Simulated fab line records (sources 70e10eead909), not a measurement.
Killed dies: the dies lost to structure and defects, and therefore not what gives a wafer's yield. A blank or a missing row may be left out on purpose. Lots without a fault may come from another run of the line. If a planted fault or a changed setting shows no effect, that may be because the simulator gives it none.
fab line records / flow nand_harc
record: lots: 13 wafers: 39 last_day: 33
route steps=1302 shown A_BLC@1129 THIN_TSV@1268 END@1302
lots with no fault: from the same line, run without faults
start_h: hours from the record's opening day to when the first of the lot's shown wafers began / wait_h: time in hours since the lot's previous step / " the same as in the row above / L1.1+2: several wafers, shown together as one row / - no value present, or no start provided / * or withheld: withheld / < > ~ a bound
route shown NAME@n: a module of which the file shows steps, and the number in the route of the first / usual: mean/standard deviation taken from wafers without a fault / same: alike in all rows / chamber/n: place in a boat / sites: the reading at each site / _std_site: their standard deviation / _edge_site: inner sites' mean taken away from outer sites' mean / radius_mm: for every site, how far away it sits from the centre of the wafer / mask NAME#n: copy n / behind: the most recent tool/chamber to have shaped the wafer / hold: why the lot went on hold/how many hours it stayed there/how the hold came to an end / device: names the non-switching transistor (n, p or np) / end of line: the same wafers' tests at the end of the route / for a step that has no rows: nothing shown but its recipe / killed: dies that structure and defects cost at the first sort, which is not the same as the wafer's yield / map: dies across one wafer; x = killed, . = not, _ = none there
set.NAME: the run value of the setting; set.NAME@STEP: its run value at that earlier step / model.NAME: the simulator's own value behind a step, which no gauge read
route steps across a sampled set of lots; one table per step, one row per wafer
services: when a tool's chamber went out of use (start_h, in hours from the record's first day, below 0 if earlier), for how many hours, and the reason
== steps ==
step: NHARC_A_BLC_PRE_CLEAN_31
recipe: time_s: 15 bias_v: 250 gas: Ar
lot.wafer=L881.1+4+3 tool=pvd_sputter-02 chamber=- start_h=509.92 wait_h=-
lot.wafer=L882.1+3+5 tool=pvd_sputter-01 chamber=- start_h=538.15 wait_h=-
lot.wafer=L883.4+2+5 tool=pvd_sputter-02 chamber=- start_h=545.25 wait_h=-
lot.wafer=L885.4+6+5 tool=pvd_sputter-03 chamber=- start_h=558.13 wait_h=-
lot.wafer=L886.1+4+6 tool=pvd_sputter-03 chamber=- start_h=577.11 wait_h=-
lot.wafer=L888.3+4+5 tool=pvd_sputter-03 chamber=- start_h=583.19 wait_h=-
lot.wafer=L891.4+3+6 tool=pvd_sputter-02 chamber=- start_h=613.38 wait_h=-
lot.wafer=L894.3+2+5 tool=pvd_sputter-03 chamber=- start_h=651.28 wait_h=-
lot.wafer=L900.4+2+6 tool=pvd_sputter-01 chamber=- start_h=726.55 wait_h=-
lot.wafer=L901.3+4+5 tool=pvd_sputter-02 chamber=- start_h=727.06 wait_h=-
lot.wafer=L902.2+4+6 tool=pvd_sputter-01 chamber=- start_h=734.99 wait_h=-
lot.wafer=L903.1+3+6 tool=pvd_sputter-02 chamber=- start_h=755.17 wait_h=-
lot.wafer=L904.1+4+5 tool=pvd_sputter-02 chamber=- start_h=757.65 wait_h=-
step: NHARC_THIN_TSV_ETCHBACK_48
recipe: target_depth_a: 10285 over_etch_frac: 0.3 time_s: 405.17 ion_energy_ev: 250 c4f8_flow_sccm: withheld ar_flow_sccm: withheld rf_w: 600 bias_w: 300 chemistry: C4F8/Ar
usual: bias_w: 299.9/0.92 oes_product_au: 0.94/0.031 rf_vpp_V: 547/4
lot.wafer=L881.3 tool=rie_diel-03 chamber=0 start_h=540.26 wait_h=- bias_w=300.4 oes_product_au=0.92 rf_hours_counter_h=4.5 rf_vpp_V=544
lot.wafer=L881.4 tool=rie_diel-03 chamber=2 start_h=540.26 wait_h=- bias_w=301.5 oes_product_au=0.92 rf_hours_counter_h=4.6 rf_vpp_V=551
lot.wafer=L881.1 tool=rie_diel-03 chamber=3 start_h=540.26 wait_h=- bias_w=299.4 oes_product_au=0.93 rf_hours_counter_h=4.6 rf_vpp_V=553
lot.wafer=L882.3 tool=rie_diel-01 chamber=2 start_h=567.29 wait_h=0.3 bias_w=299.0 oes_product_au=1.00 rf_hours_counter_h=0.1 rf_vpp_V=543
lot.wafer=L882.1 tool=rie_diel-01 chamber=3 start_h=567.29 wait_h=0.3 bias_w=299.7 oes_product_au=1.01 rf_hours_counter_h=0.1 rf_vpp_V=551
lot.wafer=L882.5 tool=rie_diel-01 chamber=2 start_h=567.29 wait_h=0.3 bias_w=299.2 oes_product_au=0.99 rf_hours_counter_h=- rf_vpp_V=543
lot.wafer=L883.2 tool=rie_diel-01 chamber=3 start_h=573.61 wait_h=- bias_w=300.6 oes_product_au=1.00 rf_hours_counter_h=0.3 rf_vpp_V=551
lot.wafer=L883.4 tool=rie_diel-01 chamber=1 start_h=573.61 wait_h=- bias_w=300.2 oes_product_au=1.01 rf_hours_counter_h=0.7 rf_vpp_V=548
lot.wafer=L883.5 tool=rie_diel-01 chamber=2 start_h=573.61 wait_h=- bias_w=300.8 oes_product_au=1.00 rf_hours_counter_h=- rf_vpp_V=543
lot.wafer=L885.4 tool=rie_diel-01 chamber=1 start_h=586.97 wait_h=- bias_w=300.2 oes_product_au=1.01 rf_hours_counter_h=1.1 rf_vpp_V=551
lot.wafer=L885.6 tool=rie_diel-01 chamber=2 start_h=586.97 wait_h=- bias_w=299.0 oes_product_au=1.00 rf_hours_counter_h=- rf_vpp_V=542
lot.wafer=L885.5 tool=rie_diel-01 chamber=3 start_h=586.97 wait_h=- bias_w=299.3 oes_product_au=1.00 rf_hours_counter_h=- rf_vpp_V=552
lot.wafer=L886.4 tool=rie_diel-01 chamber=0 start_h=605.40 wait_h=- bias_w=299.1 oes_product_au=0.93 rf_hours_counter_h=1.9 rf_vpp_V=547
lot.wafer=L886.1 tool=rie_diel-01 chamber=3 start_h=605.40 wait_h=- bias_w=299.6 oes_product_au=0.93 rf_hours_counter_h=1.7 rf_vpp_V=552
lot.wafer=L886.6 tool=rie_diel-01 chamber=1 start_h=605.40 wait_h=- bias_w=301.0 oes_product_au=0.93 rf_hours_counter_h=- rf_vpp_V=548
lot.wafer=L888.3 tool=rie_diel-08 chamber=2 start_h=612.31 wait_h=- bias_w=299.9 oes_product_au=0.97 rf_hours_counter_h=4.1 rf_vpp_V=550
lot.wafer=L888.4 tool=rie_diel-08 chamber=3 start_h=612.31 wait_h=- bias_w=300.3 oes_product_au=0.95 rf_hours_counter_h=3.8 rf_vpp_V=547
lot.wafer=L888.5 tool=rie_diel-08 chamber=0 start_h=612.31 wait_h=- bias_w=300.8 oes_product_au=0.98 rf_hours_counter_h=- rf_vpp_V=543
lot.wafer=L891.4 tool=rie_diel-08 chamber=3 start_h=641.85 wait_h=- bias_w=300.4 oes_product_au=0.96 rf_hours_counter_h=5.4 rf_vpp_V=550
lot.wafer=L891.3 tool=rie_diel-08 chamber=2 start_h=641.85 wait_h=- bias_w=300.2 oes_product_au=0.98 rf_hours_counter_h=5.5 rf_vpp_V=548
lot.wafer=L891.6 tool=rie_diel-08 chamber=3 start_h=641.85 wait_h=- bias_w=299.5 oes_product_au=0.95 rf_hours_counter_h=- rf_vpp_V=548
lot.wafer=L894.3 tool=rie_diel-03 chamber=2 start_h=679.83 wait_h=- bias_w=300.1 oes_product_au=0.96 rf_hours_counter_h=2.3 rf_vpp_V=551
lot.wafer=L894.2 tool=rie_diel-03 chamber=1 start_h=679.83 wait_h=- bias_w=300.1 oes_product_au=0.99 rf_hours_counter_h=2.4 rf_vpp_V=543
lot.wafer=L894.5 tool=rie_diel-03 chamber=2 start_h=679.83 wait_h=- bias_w=298.9 oes_product_au=0.95 rf_hours_counter_h=- rf_vpp_V=551
lot.wafer=L901.3 tool=rie_diel-03 chamber=0 start_h=758.37 wait_h=- bias_w=299.5 oes_product_au=0.93 rf_hours_counter_h=6.8 rf_vpp_V=543
lot.wafer=L901.4 tool=rie_diel-03 chamber=3 start_h=758.37 wait_h=- bias_w=298.1 oes_product_au=0.94 rf_hours_counter_h=6.2 rf_vpp_V=551
lot.wafer=L901.5 tool=rie_diel-03 chamber=0 start_h=758.37 wait_h=- bias_w=301.0 oes_product_au=0.93 rf_hours_counter_h=- rf_vpp_V=543
lot.wafer=L900.2 tool=rie_diel-08 chamber=2 start_h=759.55 wait_h=- bias_w=300.7 oes_product_au=0.94 rf_hours_counter_h=2.5 rf_vpp_V=550
lot.wafer=L900.4 tool=rie_diel-08 chamber=1 start_h=759.55 wait_h=- bias_w=301.0 oes_product_au=0.94 rf_hours_counter_h=1.9 rf_vpp_V=541
lot.wafer=L900.6 tool=rie_diel-08 chamber=2 start_h=759.55 wait_h=- bias_w=300.7 oes_product_au=0.93 rf_hours_counter_h=- rf_vpp_V=548
lot.wafer=L902.2 tool=rie_diel-08 chamber=2 start_h=763.03 wait_h=- bias_w=298.5 oes_product_au=0.92 rf_hours_counter_h=3.3 rf_vpp_V=549
lot.wafer=L902.4 tool=rie_diel-08 chamber=0 start_h=763.03 wait_h=- bias_w=298.9 oes_product_au=0.95 rf_hours_counter_h=2.6 rf_vpp_V=542
lot.wafer=L902.6 tool=rie_diel-08 chamber=2 start_h=763.03 wait_h=- bias_w=298.4 oes_product_au=0.92 rf_hours_counter_h=- rf_vpp_V=548
lot.wafer=L903.1 tool=rie_diel-03 chamber=1 start_h=786.17 wait_h=- bias_w=299.9 oes_product_au=0.92 rf_hours_counter_h=7.4 rf_vpp_V=543
lot.wafer=L903.3 tool=rie_diel-03 chamber=2 start_h=786.17 wait_h=- bias_w=299.1 oes_product_au=0.93 rf_hours_counter_h=7.8 rf_vpp_V=551
lot.wafer=L903.6 tool=rie_diel-03 chamber=1 start_h=786.17 wait_h=- bias_w=299.7 oes_product_au=0.93 rf_hours_counter_h=- rf_vpp_V=542
lot.wafer=L904.4 tool=rie_diel-08 chamber=0 start_h=787.41 wait_h=- bias_w=298.9 oes_product_au=0.96 rf_hours_counter_h=4.2 rf_vpp_V=541
lot.wafer=L904.1 tool=rie_diel-08 chamber=2 start_h=787.41 wait_h=- bias_w=300.3 oes_product_au=0.93 rf_hours_counter_h=4.7 rf_vpp_V=548
lot.wafer=L904.5 tool=rie_diel-08 chamber=1 start_h=787.41 wait_h=- bias_w=300.4 oes_product_au=0.92 rf_hours_counter_h=- rf_vpp_V=543
step: NHARC_THIN_TSV_CMP_21
recipe: t_overpolish_s: 30 target_thk_nm: 2000
usual: motor_current_A: 11.5/0.94 overpolish_run_s: 30.001/0.0087
lot.wafer=L881.3 tool=cmp-01 chamber=1 start_h=542.32 wait_h=- motor_current_A=10.5 overpolish_run_s=30.010
lot.wafer=L881.1 tool=cmp-01 chamber=2 start_h=542.32 wait_h=- motor_current_A=11.5 overpolish_run_s=30.002
lot.wafer=L881.4 tool=cmp-01 chamber=3 start_h=542.32 wait_h=- motor_current_A=10.3 overpolish_run_s=30.005
lot.wafer=L882.3 tool=cmp-01 chamber=0 start_h=569.31 wait_h=- motor_current_A=11.4 overpolish_run_s=30.005
lot.wafer=L882.1 tool=cmp-01 chamber=3 start_h=569.31 wait_h=- motor_current_A=10.3 overpolish_run_s=30.000
lot.wafer=L882.5 tool=cmp-01 chamber=0 start_h=569.31 wait_h=- motor_current_A=11.4 overpolish_run_s=29.988
lot.wafer=L883.4 tool=cmp-01 chamber=1 start_h=575.64 wait_h=- motor_current_A=10.2 overpolish_run_s=29.990
lot.wafer=L883.2 tool=cmp-01 chamber=3 start_h=575.64 wait_h=- motor_current_A=10.2 overpolish_run_s=30.008
lot.wafer=L883.5 tool=cmp-01 chamber=2 start_h=575.64 wait_h=- motor_current_A=11.2 overpolish_run_s=29.983
lot.wafer=L885.4 tool=cmp-04 chamber=1 start_h=589.01 wait_h=- motor_current_A=11.6 overpolish_run_s=30.000
lot.wafer=L885.6 tool=cmp-04 chamber=3 start_h=589.01 wait_h=- motor_current_A=10.6 overpolish_run_s=30.002
lot.wafer=L885.5 tool=cmp-04 chamber=0 start_h=589.01 wait_h=- motor_current_A=12.7 overpolish_run_s=30.001
lot.wafer=L886.4 tool=cmp-03 chamber=1 start_h=607.52 wait_h=- motor_current_A=11.8 overpolish_run_s=29.989
lot.wafer=L886.1 tool=cmp-03 chamber=2 start_h=607.52 wait_h=- motor_current_A=12.0 overpolish_run_s=30.010
lot.wafer=L886.6 tool=cmp-03 chamber=0 start_h=607.52 wait_h=- motor_current_A=13.2 overpolish_run_s=29.992
lot.wafer=L888.3 tool=cmp-01 chamber=1 start_h=614.33 wait_h=- motor_current_A=10.2 overpolish_run_s=30.006
lot.wafer=L888.4 tool=cmp-01 chamber=2 start_h=614.33 wait_h=- motor_current_A=11.2 overpolish_run_s=30.013
lot.wafer=L888.5 tool=cmp-01 chamber=0 start_h=614.33 wait_h=- motor_current_A=11.3 overpolish_run_s=29.998
lot.wafer=L891.3 tool=cmp-01 chamber=1 start_h=643.91 wait_h=- motor_current_A=10.1 overpolish_run_s=29.992
lot.wafer=L891.4 tool=cmp-01 chamber=2 start_h=643.91 wait_h=- motor_current_A=10.6 overpolish_run_s=29.997
lot.wafer=L891.6 tool=cmp-01 chamber=1 start_h=643.91 wait_h=- motor_current_A=9.7 overpolish_run_s=30.001
lot.wafer=L894.3 tool=cmp-04 chamber=1 start_h=681.92 wait_h=- motor_current_A=10.9 overpolish_run_s=30.018
lot.wafer=L894.2 tool=cmp-04 chamber=2 start_h=681.92 wait_h=- motor_current_A=12.0 overpolish_run_s=30.016
lot.wafer=L894.5 tool=cmp-04 chamber=0 start_h=681.92 wait_h=- motor_current_A=13.0 overpolish_run_s=29.999
lot.wafer=L901.3 tool=cmp-01 chamber=2 start_h=760.43 wait_h=- motor_current_A=10.9 overpolish_run_s=29.993
lot.wafer=L901.4 tool=cmp-01 chamber=1 start_h=760.43 wait_h=- motor_current_A=10.3 overpolish_run_s=29.997
lot.wafer=L901.5 tool=cmp-01 chamber=2 start_h=760.43 wait_h=- motor_current_A=10.8 overpolish_run_s=29.990
lot.wafer=L900.2 tool=cmp-03 chamber=0 start_h=761.62 wait_h=- motor_current_A=12.1 overpolish_run_s=30.015
lot.wafer=L900.4 tool=cmp-03 chamber=3 start_h=761.62 wait_h=- motor_current_A=12.3 overpolish_run_s=29.996
lot.wafer=L900.6 tool=cmp-03 chamber=0 start_h=761.62 wait_h=- motor_current_A=12.6 overpolish_run_s=30.004
lot.wafer=L902.4 tool=cmp-03 chamber=2 start_h=765.05 wait_h=- motor_current_A=11.5 overpolish_run_s=30.003
lot.wafer=L902.2 tool=cmp-03 chamber=3 start_h=765.05 wait_h=- motor_current_A=12.1 overpolish_run_s=29.995
lot.wafer=L902.6 tool=cmp-03 chamber=2 start_h=765.05 wait_h=- motor_current_A=11.7 overpolish_run_s=29.995
lot.wafer=L903.1 tool=cmp-03 chamber=3 start_h=788.23 wait_h=- motor_current_A=12.8 overpolish_run_s=29.979
lot.wafer=L903.3 tool=cmp-03 chamber=2 start_h=788.23 wait_h=- motor_current_A=11.3 overpolish_run_s=30.010
lot.wafer=L903.6 tool=cmp-03 chamber=3 start_h=788.23 wait_h=- motor_current_A=11.6 overpolish_run_s=29.995
lot.wafer=L904.4 tool=cmp-04 chamber=3 start_h=789.47 wait_h=- motor_current_A=10.8 overpolish_run_s=29.985
lot.wafer=L904.1 tool=cmp-04 chamber=0 start_h=789.47 wait_h=- motor_current_A=12.4 overpolish_run_s=30.016
lot.wafer=L904.5 tool=cmp-04 chamber=0 start_h=789.47 wait_h=- motor_current_A=13.5 overpolish_run_s=30.003
step: NHARC_THIN_TSV_CD_MEAS_33
recipe: target_cd_nm: 5000 landing_energy_ev: 500
usual: cd_nm: 5000.8/1.9
lot.wafer=L881.1 tool=cd_sem-02 chamber=0 start_h=543.80 wait_h=- cd_nm=4998.3
lot.wafer=L881.3 tool=cd_sem-02 chamber=0 start_h=543.80 wait_h=- cd_nm=4998.0
lot.wafer=L881.4 tool=cd_sem-02 chamber=0 start_h=543.80 wait_h=- cd_nm=4998.4
lot.wafer=L882.1 tool=cd_sem-02 chamber=0 start_h=570.92 wait_h=- cd_nm=4999.8
lot.wafer=L882.3 tool=cd_sem-02 chamber=0 start_h=570.92 wait_h=- cd_nm=5004.5
lot.wafer=L882.5 tool=cd_sem-02 chamber=0 start_h=570.92 wait_h=- cd_nm=4999.6
lot.wafer=L883.2 tool=cd_sem-03 chamber=0 start_h=577.26 wait_h=- cd_nm=5003.6
lot.wafer=L883.4 tool=cd_sem-03 chamber=0 start_h=577.26 wait_h=- cd_nm=5000.1
lot.wafer=L883.5 tool=cd_sem-03 chamber=0 start_h=577.26 wait_h=- cd_nm=4998.2
lot.wafer=L885.4 tool=cd_sem-03 chamber=0 start_h=590.56 wait_h=- cd_nm=5003.9
lot.wafer=L885.5 tool=cd_sem-03 chamber=0 start_h=590.56 wait_h=- cd_nm=5004.1
lot.wafer=L885.6 tool=cd_sem-03 chamber=0 start_h=590.56 wait_h=- cd_nm=5003.4
lot.wafer=L886.1 tool=cd_sem-03 chamber=0 start_h=608.94 wait_h=- cd_nm=5001.1
lot.wafer=L886.4 tool=cd_sem-03 chamber=0 start_h=608.94 wait_h=- cd_nm=4999.8
lot.wafer=L886.6 tool=cd_sem-03 chamber=0 start_h=608.94 wait_h=- cd_nm=5000.9
lot.wafer=L888.3 tool=cd_sem-02 chamber=0 start_h=615.90 wait_h=- cd_nm=5002.2
lot.wafer=L888.4 tool=cd_sem-02 chamber=0 start_h=615.90 wait_h=- cd_nm=5001.2
lot.wafer=L888.5 tool=cd_sem-02 chamber=0 start_h=615.90 wait_h=- cd_nm=5002.3
lot.wafer=L891.3 tool=cd_sem-03 chamber=0 start_h=645.53 wait_h=- cd_nm=5000.6
lot.wafer=L891.4 tool=cd_sem-03 chamber=0 start_h=645.53 wait_h=- cd_nm=5003.0
lot.wafer=L891.6 tool=cd_sem-03 chamber=0 start_h=645.53 wait_h=- cd_nm=4997.7
lot.wafer=L894.2 tool=cd_sem-03 chamber=0 start_h=683.48 wait_h=- cd_nm=5001.2
lot.wafer=L894.3 tool=cd_sem-03 chamber=0 start_h=683.48 wait_h=- cd_nm=4999.0
lot.wafer=L894.5 tool=cd_sem-03 chamber=0 start_h=683.48 wait_h=- cd_nm=5003.0
lot.wafer=L901.3 tool=cd_sem-01 chamber=0 start_h=762.00 wait_h=- cd_nm=4999.3
lot.wafer=L901.4 tool=cd_sem-01 chamber=0 start_h=762.00 wait_h=- cd_nm=5000.3
lot.wafer=L901.5 tool=cd_sem-01 chamber=0 start_h=762.00 wait_h=- cd_nm=4999.6
lot.wafer=L900.2 tool=cd_sem-03 chamber=0 start_h=763.11 wait_h=- cd_nm=4996.7
lot.wafer=L900.4 tool=cd_sem-03 chamber=0 start_h=763.11 wait_h=- cd_nm=4998.1
lot.wafer=L900.6 tool=cd_sem-03 chamber=0 start_h=763.11 wait_h=- cd_nm=4999.9
lot.wafer=L902.2 tool=cd_sem-02 chamber=0 start_h=766.72 wait_h=- cd_nm=4997.6
lot.wafer=L902.4 tool=cd_sem-02 chamber=0 start_h=766.72 wait_h=- cd_nm=4999.7
lot.wafer=L902.6 tool=cd_sem-02 chamber=0 start_h=766.72 wait_h=- cd_nm=5001.0
lot.wafer=L903.1 tool=cd_sem-03 chamber=0 start_h=789.70 wait_h=- cd_nm=5001.7
lot.wafer=L903.3 tool=cd_sem-03 chamber=0 start_h=789.70 wait_h=- cd_nm=5001.0
lot.wafer=L903.6 tool=cd_sem-03 chamber=0 start_h=789.70 wait_h=- cd_nm=5001.7
lot.wafer=L904.1 tool=cd_sem-02 chamber=0 start_h=790.95 wait_h=- cd_nm=5000.2
lot.wafer=L904.4 tool=cd_sem-02 chamber=0 start_h=790.95 wait_h=- cd_nm=5004.6
lot.wafer=L904.5 tool=cd_sem-02 chamber=0 start_h=790.95 wait_h=- cd_nm=5000.0
step: NHARC_END_SORT_01
recipe: temp_c: 25
usual: killed_at_array: 54/17 killed_at_other: 1.0/1.4 killed_at_periphery: 3.6/2.1 killed_dies: 58/17 killed_open: 3.2/2 killed_short: 2.5/1.5
same: gross_dies: 677
lot.wafer=L886.1 tool=prober-01 chamber=0 start_h=617.98 wait_h=2.5 killed_at_array=38 killed_at_other=1 killed_at_periphery=1 killed_dies=40 killed_open=0 killed_short=3
lot.wafer=L886.4 tool=prober-01 chamber=0 start_h=620.38 wait_h=3.4 killed_at_array=54 killed_at_other=1 killed_at_periphery=1 killed_dies=56 killed_open=2 killed_short=2
lot.wafer=L886.6 tool=prober-01 chamber=0 start_h=621.98 wait_h=4.0 killed_at_array=39 killed_at_other=0 killed_at_periphery=1 killed_dies=40 killed_open=3 killed_short=1
lot.wafer=L894.2 tool=prober-02 chamber=0 start_h=696.77 wait_h=2.8 killed_at_array=56 killed_at_other=0 killed_at_periphery=1 killed_dies=57 killed_open=1 killed_short=3
lot.wafer=L894.3 tool=prober-02 chamber=0 start_h=697.59 wait_h=3.1 killed_at_array=118 killed_at_other=0 killed_at_periphery=0 killed_dies=118 killed_open=1 killed_short=3
lot.wafer=L894.5 tool=prober-02 chamber=0 start_h=699.23 wait_h=3.8 killed_at_array=63 killed_at_other=0 killed_at_periphery=1 killed_dies=64 killed_open=4 killed_short=1
lot.wafer=L900.2 tool=prober-01 chamber=0 start_h=773.49 wait_h=2.8 killed_at_array=57 killed_at_other=2 killed_at_periphery=4 killed_dies=63 killed_open=2 killed_short=2
lot.wafer=L900.4 tool=prober-01 chamber=0 start_h=775.10 wait_h=3.4 killed_at_array=57 killed_at_other=2 killed_at_periphery=8 killed_dies=67 killed_open=3 killed_short=2
lot.wafer=L900.6 tool=prober-01 chamber=0 start_h=776.72 wait_h=4.0 killed_at_array=63 killed_at_other=1 killed_at_periphery=2 killed_dies=66 killed_open=3 killed_short=0
killed by level:class
L886.1 A_SLIT:chamber_film_flake=21 A_CHANNEL_HOLE_D2:chamber_film_flake=7 A_CONTACT:chamber_film_flake=4 A_CHANNEL_HOLE_D2:geometric_particle:short=2 P_STI:geometric_particle:short=1 A_ZERO_WELL:chamber_film_flake=1 A_CHANNEL_HOLE_D1:chamber_film_flake=1 A_STAIRCASE:chamber_film_flake=1
L886.4 A_SLIT:chamber_film_flake=36 A_ZERO_WELL:chamber_film_flake=4 A_CHANNEL_HOLE_D2:chamber_film_flake=4 A_CHANNEL_HOLE_D1:chamber_film_flake=3 A_STAIRCASE:chamber_film_flake=2 A_ONON_D1:geometric_particle:short=1 A_CHANNEL_FILL_D1:geometric_particle:open=1 A_BLC:geometric_particle:open=1
L886.6 A_SLIT:chamber_film_flake=28 A_CHANNEL_HOLE_D2:chamber_film_flake=4 A_STAIRCASE:chamber_film_flake=2 P_CONTACT:geometric_particle:open=1 A_ONON_D2:geometric_particle:short=1 A_ONON_D2:geometric_particle:open=1 A_M0:geometric_particle:open=1 A_ZERO_WELL:chamber_film_flake=1
L894.2 A_CHANNEL_HOLE_D2:chamber_film_flake=24 A_CHANNEL_HOLE_D1:chamber_film_flake=15 A_SGD_CUT:chamber_film_flake=6 A_STAIRCASE:chamber_film_flake=3 A_CHANNEL_FILL_D2:chamber_film_flake=3 P_CONTACT:geometric_particle:short=1 A_STAIRCASE:geometric_particle:short=1 A_WL_FILL:geometric_particle:short=1
L894.3 A_BLC:unspecified=60 A_CHANNEL_HOLE_D2:chamber_film_flake=25 A_CHANNEL_HOLE_D1:chamber_film_flake=10 A_SGD_CUT:chamber_film_flake=7 A_CHANNEL_FILL_D2:chamber_film_flake=4 A_STAIRCASE:chamber_film_flake=2 A_SLIT:chamber_film_flake=2 A_WL_FILL:chamber_film_flake=2
L894.5 A_CHANNEL_HOLE_D2:chamber_film_flake=23 A_CHANNEL_HOLE_D1:chamber_film_flake=17 A_SGD_CUT:chamber_film_flake=9 A_CHANNEL_FILL_D2:chamber_film_flake=3 A_SLIT:chamber_film_flake=3 A_CONTACT:chamber_film_flake=3 P_CONTACT:geometric_particle:open=1 A_CHANNEL_HOLE_D1:geometric_particle:open=1
L900.2 A_SLIT:chamber_film_flake=31 A_CHANNEL_HOLE_D1:chamber_film_flake=8 A_WL_FILL:chamber_film_flake=5 A_CONTACT:chamber_film_flake=5 P_ZERO_WELL:chamber_film_flake=2 A_STAIRCASE:chamber_film_flake=2 THIN_TSV:chamber_film_flake=2 A_ONON_D1:geometric_particle:short=1
L900.4 A_SLIT:chamber_film_flake=28 A_CHANNEL_HOLE_D1:chamber_film_flake=11 A_CONTACT:chamber_film_flake=8 P_GATE:chamber_film_flake=3 A_CHANNEL_FILL_D2:chamber_film_flake=3 P_ZERO_WELL:chamber_film_flake=2 A_ZERO_WELL:chamber_film_flake=2 A_STAIRCASE:chamber_film_flake=2
L900.6 A_SLIT:chamber_film_flake=34 A_CHANNEL_HOLE_D1:chamber_film_flake=12 A_CONTACT:chamber_film_flake=7 A_STAIRCASE:chamber_film_flake=4 P_GATE:chamber_film_flake=2 A_ONON_D1:geometric_particle:open=1 A_DECK1_JOINT:geometric_particle:open=1 A_M0:geometric_particle:open=1
== services ==
tool=pvd_sputter-02 chamber=- start_h=488.29 hours=10.0 kind=pm
tool=pvd_sputter-03 chamber=- start_h=526.00 hours=10.0 kind=pm
tool=rie_diel-08 chamber=- start_h=544.80 hours=9.0 kind=pm
tool=cmp-03 chamber=- start_h=554.06 hours=4.0 kind=pm
tool=rie_diel-01 chamber=- start_h=557.86 hours=9.0 kind=pm
tool=pvd_sputter-03 chamber=- start_h=558.89 hours=0.7 kind=repair
tool=rie_diel-01 chamber=3 start_h=569.20 hours=2.0 kind=repair
tool=rie_diel-03 chamber=1 start_h=573.19 hours=1.6 kind=repair
tool=rie_diel-08 chamber=2 start_h=577.49 hours=1.3 kind=repair
tool=cmp-01 chamber=- start_h=581.77 hours=4.0 kind=pm
tool=pvd_sputter-02 chamber=- start_h=582.53 hours=2.4 kind=repair
tool=cmp-01 chamber=- start_h=592.92 hours=0.5 kind=repair
tool=rie_diel-08 chamber=- start_h=595.46 hours=0.6 kind=repair
tool=rie_diel-01 chamber=1 start_h=606.37 hours=2.9 kind=repair
tool=pvd_sputter-03 chamber=- start_h=612.77 hours=0.6 kind=repair
tool=cmp-01 chamber=- start_h=614.54 hours=3.2 kind=repair
tool=rie_diel-01 chamber=0 start_h=621.37 hours=1.2 kind=repair
tool=rie_diel-08 chamber=1 start_h=644.75 hours=12.6 kind=repair
tool=pvd_sputter-02 chamber=- start_h=666.29 hours=10.0 kind=pm
tool=cmp-01 chamber=- start_h=679.80 hours=4.0 kind=pm
tool=cmp-01 chamber=- start_h=687.98 hours=1.6 kind=repair
tool=rie_diel-08 chamber=- start_h=689.97 hours=1.0 kind=repair
tool=rie_diel-08 chamber=- start_h=721.80 hours=9.0 kind=pm
tool=cmp-01 chamber=- start_h=777.80 hours=4.0 kind=pm
== key ==
first_sign: step: NHARC_END_SORT_01 reading: killed_at_array direction: up sigmas: 3.7 usual: 54 struck: 118
effect: step: NHARC_END_SORT_01 reading: killed_dies direction: up sigmas: 3.5 usual: 58 struck: 118
more_kills_born_at: NHARC_A_BLC_PRE_CLEAN_31@pvd_sputter-03: 60
met_at NHARC_A_BLC_PRE_CLEAN_31
struck_lots L894
struck_wafers L894.3
tester_left_out L894
not_acting_at NHARC_THIN_TSV_ETCHBACK_48,NHARC_THIN_TSV_CMP_21,NHARC_THIN_TSV_CD_MEAS_33
onset_between 577.11 651.28
fault: kind: chamber_particle_source tool: pvd_sputter-03 chamber: - onset_h: 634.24 steps: NHARC_A_BLC_PRE_CLEAN_31 rate_per_visit_cm2: 0.48951 end_h: 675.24 scope: struck_wafers_only
tester_left_out: of these lots the tester's yield and bins aren't shown, on N5 and GAA mostly nor the transistor test; their killed dies are dies lost to structure and defects alone, not to doping, threshold or leakage, so they don't give the yield
